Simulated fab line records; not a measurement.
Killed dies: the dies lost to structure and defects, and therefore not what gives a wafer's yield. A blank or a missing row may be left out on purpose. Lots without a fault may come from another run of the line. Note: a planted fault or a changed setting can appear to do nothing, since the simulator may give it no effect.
Chamber matching | flow nandHarc | NHARC_A_CONTACT_ETCH_110 on rieDiel-04: 4 sister chambers
The step etches the open film in CF4/O2, target depth 50 nm, overetch 5 nm, time 27.5 s. 22 wafers are shown with their chamber, then 11 later ones without.

== WAFERS, EACH WITH ITS CHAMBER ==
wafer  | chamber | showerheadPlenumPTorr (Torr) | drypumpMotorCurrentA (A) | oesProductAu (a.u.)
L074.1 | 1       | 1.33                         | 5.0                      | 0.971
L074.5 | 0       | 1.32                         | 6.0                      | 1.009
L074.6 | 1       | 1.33                         | 5.0                      | 0.961
L076.4 | 0       | 1.32                         | 5.9                      | 1.005
L076.5 | 0       | 1.32                         | 6.0                      | 1.008
L076.6 | 1       | 1.33                         | 5.1                      | 0.976
L077.1 | 2       | 1.37                         | 5.9                      | 1.007
L077.4 | 1       | 1.33                         | 5.0                      | 0.987
L077.6 | 1       | 1.33                         | 5.1                      | 0.974
L078.1 | 3       | 1.40                         | 5.4                      | 1.011
L078.5 | 3       | 1.40                         | 5.4                      | 1.018
L078.6 | 0       | 1.32                         | 5.9                      | 1.007
L080.1 | 3       | 1.40                         | 5.5                      | 1.004
L080.3 | 0       | 1.32                         | 6.0                      | 1.002
L080.5 | 1       | 1.32                         | 5.1                      | 0.976
L088.2 | 1       | 1.32                         | 5.1                      | 0.993
L088.3 | 2       | 1.37                         | 5.8                      | 1.015
L088.6 | 2       | 1.37                         | 5.8                      | 1.005
L092.3 | 0       | 1.31                         | 5.9                      | 1.021
L092.4 | 3       | 1.40                         | 5.5                      | 0.997
L092.6 | 1       | 1.32                         | 5.1                      | 0.997
L093.2 | 0       | 1.31                         | 6.0                      | 1.004

SIGNATURES (means of the wafers above)
reading               | chamber 0 | chamber 1 | chamber 2 | chamber 3 | scatter within a chamber
showerheadPlenumPTorr | 1.3171    | 1.3263    | 1.3700    | 1.4000    | 0.00428
drypumpMotorCurrentA  | 5.957     | 5.062     | 5.833     | 5.450     | 0.054
oesProductAu          | 1.00800   | 0.97937   | 1.00900   | 1.00750   | 0.00927
Rule: a wafer's distance from a chamber is the root of the sum, over the readings, of the square of ((its reading less the chamber's mean) divided by the reading's scatter). The wafer belongs to the nearest chamber; if the next one is less than 2 further off, it can't be placed. The scatter: take each reading less its chamber's mean, square it, sum over the shown wafers, divide by the number of wafers less the number of chambers, and take the root.

== WAFERS WITHOUT THEIR CHAMBER ==
wafer  | showerheadPlenumPTorr (Torr) | drypumpMotorCurrentA (A) | oesProductAu (a.u.)
L093.3 | 1.37                         | 5.8                      | 1.024
L093.4 | 1.39                         | 5.4                      | 0.998
L094.1 | 1.32                         | 5.0                      | 1.005
L094.2 | 1.37                         | 5.8                      | 1.023
L094.5 | 1.31                         | 5.9                      | 1.007
L095.1 | 1.37                         | 5.7                      | 1.026
L095.3 | 1.39                         | 5.4                      | 0.999
L095.6 | 1.32                         | 5.1                      | 0.997
L096.1 | 1.31                         | 5.9                      | 1.001
L096.2 | 1.39                         | 5.4                      | 1.003
L096.6 | 1.39                         | 5.4                      | 0.995

== THE CHAMBER EACH PASSED THROUGH ==
wafer  | from the rows above | in truth
L093.3 | 2                   | 2
L093.4 | 3                   | 3
L094.1 | 1                   | 1
L094.2 | 2                   | 2
L094.5 | 0                   | 0
L095.1 | 2                   | 2
L095.3 | 3                   | 3
L095.6 | 1                   | 1
L096.1 | 0                   | 0
L096.2 | 3                   | 3
L096.6 | 3                   | 3
Correctly placed: 11 of 11. Left unplaced by these rows: 0. 0 placed wrongly.
